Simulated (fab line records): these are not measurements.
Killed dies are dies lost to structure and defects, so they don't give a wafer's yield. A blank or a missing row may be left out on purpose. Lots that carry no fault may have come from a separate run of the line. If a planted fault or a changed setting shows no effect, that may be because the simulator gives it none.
Which tool was responsible? || flow nandHarc || Sampling: 12 lots, 36 wafers, 2 of 1302 route steps

== WHAT THE GAUGES READ, wafer by wafer ==
NHARC_P_M1_OVL_MEAS_10: pitch 260 nm.
{"lot": "L075", "measured": "day 6 13:40", "on": "overlay-01", "overlayXNm (nm)": "0.1 -0.5 -0.4"}
{"lot": "L077", "measured": "day 7 15:00", "on": "overlay-02", "overlayXNm (nm)": "0.0 -0.1 -0.3"}
{"lot": "L079", "measured": "day 8 10:11", "on": "overlay-02", "overlayXNm (nm)": "-1.5 -1.1 -1.0"}
{"lot": "L081", "measured": "day 9 10:26", "on": "overlay-02", "overlayXNm (nm)": "0.6 -0.2 0.5"}
{"lot": "L083", "measured": "day 10 00:00", "on": "overlay-01", "overlayXNm (nm)": "-0.3 0.0 -0.4"}
{"lot": "L085", "measured": "day 10 20:53", "on": "overlay-02", "overlayXNm (nm)": "1.9 1.2 1.3"}
{"lot": "L087", "measured": "day 12 09:25", "on": "overlay-02", "overlayXNm (nm)": "-0.8 -1.2 -1.0"}
{"lot": "L088", "measured": "day 12 11:23", "on": "overlay-02", "overlayXNm (nm)": "-1.1 -0.4 -0.6"}
{"lot": "L091", "measured": "day 13 10:14", "on": "overlay-02", "overlayXNm (nm)": "-0.5 -0.9 -0.9"}
{"lot": "L093", "measured": "day 14 07:59", "on": "overlay-02", "overlayXNm (nm)": "0.1 0.0 0.6"}
{"lot": "L095", "measured": "day 14 20:33", "on": "overlay-02", "overlayXNm (nm)": "1.5 1.6 2.5"}
{"lot": "L096", "measured": "day 15 16:48", "on": "overlay-01", "overlayXNm (nm)": "-0.4 -0.9 -0.4"}

== EACH LOT AND THE TOOL THAT RAN IT (in order: tool; ch and the chambers of the sampled wafers; start) ==
{"lot": "L075", "NHARC_P_M0_PVD_20": "pvdSputter-02, day 6 13:40 or earlier"}
{"lot": "L077", "NHARC_P_M0_PVD_20": "pvdSputter-01, day 7 15:00 or earlier"}
{"lot": "L079", "NHARC_P_M0_PVD_20": "pvdSputter-03, day 8 10:11 or earlier"}
{"lot": "L081", "NHARC_P_M0_PVD_20": "pvdSputter-01, day 9 10:26 or earlier"}
{"lot": "L083", "NHARC_P_M0_PVD_20": "pvdSputter-01, day 9 21:03"}
{"lot": "L085", "NHARC_P_M0_PVD_20": "pvdSputter-03, day 10 20:53 or earlier"}
{"lot": "L087", "NHARC_P_M0_PVD_20": "pvdSputter-03, day 12 09:25 or earlier"}
{"lot": "L088", "NHARC_P_M0_PVD_20": "pvdSputter-01, day 12 11:23 or earlier"}
{"lot": "L091", "NHARC_P_M0_PVD_20": "pvdSputter-03, day 13 10:14 or earlier"}
{"lot": "L093", "NHARC_P_M0_PVD_20": "pvdSputter-01, day 14 07:59 or earlier"}
{"lot": "L095", "NHARC_P_M0_PVD_20": "pvdSputter-02, day 14 20:33 or earlier"}
{"lot": "L096", "NHARC_P_M0_PVD_20": "pvdSputter-02, day 15 16:48 or earlier"}
- NHARC_P_M0_PVD_20: deposits TaN, target thk 5 nm, time 8.06 s.

== THE ANSWER, worked out from the rows above alone ==
Rule: what is usual is taken from the lots themselves. The widest of any qualifying gaps counts: lots, ordered by their means at a reading, are off when they make up no more than a third of the lots, leave a main group of 4 or more, and stand apart from it by 3 or more times the standard deviation of that group's means. A main group is skipped when, at the precision printed for the reading in the tables above, its means are all equal. A lot without any number at a reading at which 4 lots or more have one is off too. Any other lot the step has rows for is counted as sound.
No lot is off on any of the readings shown, so nothing can be concluded from this.

== WHAT THE SIMULATOR HAD INSERTED ==
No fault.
